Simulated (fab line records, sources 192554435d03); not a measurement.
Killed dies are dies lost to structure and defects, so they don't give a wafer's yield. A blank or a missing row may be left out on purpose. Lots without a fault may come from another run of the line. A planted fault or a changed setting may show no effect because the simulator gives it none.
A struck lot beside a sound one | flow n5_finfet | 18 steps out of a route of 1938
Sound: wafers L522.3, L522.5, L522.6. Struck: wafers L516.1, L516.4, L516.5. The cause comes at the end.
At each step with rows: each side's tool, then ch and its chambers, then its first start. Under that, the readings that differ: sound wafers | struck wafers | difference of the means | sigmas: that difference in standard deviations of wafers without a fault.
alike: readings whose means differ by less than 2 such deviations, and words and numbers that are the same on both sides. not compared: withheld readings, readings that some wafer has no value for, bounds like >300 that may hide the same value, and numbers for which the record gives no deviation and whose values overlap.
The two part at a step that has a row with sigmas, a row that says differs or no value, or rows on one side only. Numbers that don't overlap but have no deviation are shown without sigmas and don't part them. A reading that every wafer of one side lacks parts them only if that side has two wafers or more.

N5_MIM_BOT_ETCH_ETCH_03: etches the open film in Cl2/BCl3, target depth 12 nm.
  sound on rie_metal-02 ch 0,1, day 16 18:40; struck on rie_metal-02 ch 0,1, day 15 01:55
  reading               | sound             | struck            | difference | sigmas
  bcl3_flow_sccm (sccm) | 80.12 80.20 80.35 | 79.50 79.91 79.44 | -0.61      | -2
  alike: drypump_motor_current_A, oes_product_au, throttle_valve_pct
  not compared: rf_hours_counter_h
N5_MIM_BOT_ETCH_ETCH_00: etches TiN in Cl2/BCl3, target depth 45.5 nm.
  sound on rie_metal-02 ch 0,1, day 16 18:46; struck on rie_metal-02 ch 0,1, day 15 02:00
  alike: bcl3_flow_sccm, drypump_motor_current_A, oes_product_au, throttle_valve_pct
  not compared: rf_hours_counter_h
N5_MIM_BOT_ETCH_STRIP_01: strips in O2.
  sound on rie_diel-05 ch 0,1,2, day 16 18:52; struck on rie_diel-01 ch 0,2,3, day 15 02:08
  alike: drypump_motor_current_A, oes_product_au, rf_vpp_V, showerhead_plenum_p_Torr, throttle_valve_pct
  not compared: rf_hours_counter_h
then, 3 steps without rows for these wafers: N5_MIM_BOT_ETCH_STRIP_02 (strips in post etch residue remover, time 1200 s); N5_MIM_BOT_ETCH_CLEAN_05 (cleans in IPA, time 180 s); N5_MIM_BOT_ETCH_SRD_06 (time 30 s).
N5_PASSIVATION_PECVD_55: deposits SiO2 from SiH4/N2O, target thk 400 nm, time 22.5 s.
  sound on pecvd-03 ch 0,2, day 16 19:22; struck on pecvd-04 ch 1,2, day 15 03:03
  reading            | sound       | struck      | difference | sigmas
  heater_power_w (W) | 880 925 715 | 454 794 364 | -303       | -3
  alike: chamber_pressure_Torr, showerhead_plenum_p_Torr, showerhead_vpp_V, throttle_valve_pct
N5_PASSIVATION_PECVD_01: deposits SiNx from SiH4/NH3/N2, target thk 200 nm, time 43.2 s.
  sound on pecvd-03 ch 0,2, day 16 19:24; struck on pecvd-04 ch 1,2, day 15 03:05
  reading            | sound       | struck      | difference | sigmas
  heater_power_w (W) | 620 611 475 | 154 577 165 | -270       | -2
  alike: chamber_pressure_Torr, showerhead_plenum_p_Torr, showerhead_vpp_V, throttle_valve_pct
then, 4 steps without rows for these wafers: N5_PASSIVATION_HMDS_03 (time 60 s); N5_PASSIVATION_COAT_04; N5_PASSIVATION_EBR_06; N5_PASSIVATION_SOFTBAKE_05 (time 90 s).
N5_PASSIVATION_EXPOSE_07: exposes mask TV, defocus 0 nm, target cd 3000 nm.
  sound on krf_scanner-01 ch 0, day 16 19:44; struck on krf_scanner-02 ch 0, day 15 04:07
  reading              | sound                | struck               | difference | sigmas
  exposure_dose_mJ_cm2 | 22.723 22.736 22.776 | 23.754 23.753 23.723 | +0.998     | +45
  alike: mask
then, 3 steps without rows for these wafers: N5_PASSIVATION_PEB_08; N5_PASSIVATION_DEVELOP_09 (develop time 60 s); N5_PASSIVATION_HARDBAKE_11 (time 120 s).
N5_PASSIVATION_CD_MEAS_10: target cd 3000 nm.
  sound on cd_sem-03 ch 0, day 16 19:55; struck on cd_sem-01 ch 0, day 15 04:18
  reading    | sound                | struck               | difference | sigmas
  cd_nm (nm) | 2999.2 2998.9 2996.2 | 3006.6 3009.9 3009.0 | +10.4      | +6
N5_PASSIVATION_OVL_MEAS_60:
  sound on overlay-02 ch 0, day 16 19:56; struck on overlay-01 ch 0, day 15 04:20
  reading     | sound  | struck     | difference | sigmas
  TV_OVL (nm) | -2 3 1 | -6 -12 -11 | -10        | -2

WHERE THEY PART
First at N5_MIM_BOT_ETCH_ETCH_03; last, within this record, at N5_PASSIVATION_OVL_MEAS_60.

WHY: what the simulator had put in
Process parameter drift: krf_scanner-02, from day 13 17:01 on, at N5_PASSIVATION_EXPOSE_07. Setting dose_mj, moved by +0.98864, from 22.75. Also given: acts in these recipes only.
